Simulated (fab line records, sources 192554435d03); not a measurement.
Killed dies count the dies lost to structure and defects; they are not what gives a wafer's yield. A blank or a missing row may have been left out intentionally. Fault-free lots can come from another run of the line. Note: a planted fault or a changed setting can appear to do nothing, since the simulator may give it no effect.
3 desks looking at one fault | flow n5 finfet | each desk holds nothing but its own numbers, with what lay behind them at the end

== THE METROLOGY DESK ==
Means of the sampled wafers that have a number, per lot and without regard to the tool the lot ran on: this is what the gauges read. A lot is out of limits, marked OUT, if its mean lies more than 4 standard deviations from the usual mean; the brackets give that distance. Only the readings that lie furthest out on some lot appear, 7 of the 12 it has.
Columns: A = IOFF_N at N5_BEOL_M4_RC_MEAS_101, usual 0.16 nA/um; B = IOFF_P at N5_BEOL_M4_RC_MEAS_101, usual 0.22 nA/um; C = ION_N at N5_BEOL_M4_RC_MEAS_101, usual 677 uA/um; D = ION_P at N5_BEOL_M4_RC_MEAS_101, usual 466 uA/um; E = SS_P at N5_BEOL_M4_RC_MEAS_101, usual 73.2 mV/dec; F = VT_N at N5_BEOL_M4_RC_MEAS_101, usual 249 mV; G = VT_P at N5_BEOL_M4_RC_MEAS_101, usual -248.9 mV
lot  | first seen here | A    | B    | C   | D   | E    | F   | G
L710 | day 2 03:10     | 0.17 | 0.22 | 667 | 456 | 74.0 | 248 | -249.7
L711 | day 2 09:52     | 0.17 | 0.21 | 684 | 465 | 72.3 | 248 | -250.1
L713 | day 2 21:13     | 0.16 | 0.22 | 694 | 474 | 73.2 | 250 | -247.2
L716 | day 3 16:23     | 0.21 | 0.30 | 693 | 482 | 73.5 | 243 | -241.1
L731 | day 7 09:37     | 0.15 | 0.23 | 683 | 476 | 73.1 | 250 | -248.0
L732 | day 7 15:20     | 0.17 | 0.23 | 675 | 464 | 73.0 | 247 | -247.3
This desk found nothing out of limits on any of the 6 lots.

== THE DEFECT DESK ==
Counts from the inspections along the route, per lot, as means over the sampled wafers that have a number. A lot is out of limits, marked OUT, if its mean lies more than 4 standard deviations from the usual mean; the brackets give that distance.
Columns: A = raw defect count at N5_FIN_SAQP_INSPECT_18, usual 353
lot  | first seen here | A
L710 | day 2 03:14     | 388
L711 | day 2 09:55     | 312
L713 | day 2 21:17     | 414
L716 | day 3 16:28     | 222
L731 | day 7 09:41     | 298
L732 | day 7 15:23     | 289
This desk found nothing out of limits on any of the 6 lots.

== THE TOOL OWNER'S DESK: rie si-03 ==
The tool's own readings at N5_FIN_SAQP_MANDREL_ETCH_22 (etches a-Si in HBr/Cl2, stops on SiNx, target depth 60 nm, bt time 10 s, time 30 s): means of the sampled wafers that have a number, for each lot that ran on this tool. A lot is out of limits, marked OUT, if its mean lies more than 4 standard deviations from the usual mean; the brackets give that distance.
Columns: A = HBr_flow_sccm at N5_FIN_SAQP_MANDREL_ETCH_22, usual 150.0 sccm; B = drypump motor current A at N5_FIN_SAQP_MANDREL_ETCH_22, usual 5.5 A; C = mfc cl2 sccm at N5_FIN_SAQP_MANDREL_ETCH_22, usual 80.01 sccm; D = oes product au at N5_FIN_SAQP_MANDREL_ETCH_22, usual 0.769 a.u.; E = rf fwd power W at N5_FIN_SAQP_MANDREL_ETCH_22, usual 796.0 W; F = throttle valve pct at N5_FIN_SAQP_MANDREL_ETCH_22, usual 35.4 %
lot  | first seen here | A     | B   | C     | D     | E     | F
L710 | day 2 03:43     | 150.0 | 5.3 | 79.80 | 0.780 | 800.6 | 35.6
L731 | day 7 10:00     | 149.7 | 5.5 | 79.90 | 0.774 | 797.0 | 35.6
L732 | day 7 15:43     | 150.6 | 5.5 | 80.18 | 0.786 | 796.5 | 35.6
This desk found nothing out of limits on any of the 3 lots.

== ALL TOGETHER ==
At the metrology desk, nothing out of limits was observed.
Nothing out of limits was seen by the defect desk.
The desk of the tool owner found nothing out of limits.

== WHAT HAD BEEN PUT IN BY THE SIMULATOR ==
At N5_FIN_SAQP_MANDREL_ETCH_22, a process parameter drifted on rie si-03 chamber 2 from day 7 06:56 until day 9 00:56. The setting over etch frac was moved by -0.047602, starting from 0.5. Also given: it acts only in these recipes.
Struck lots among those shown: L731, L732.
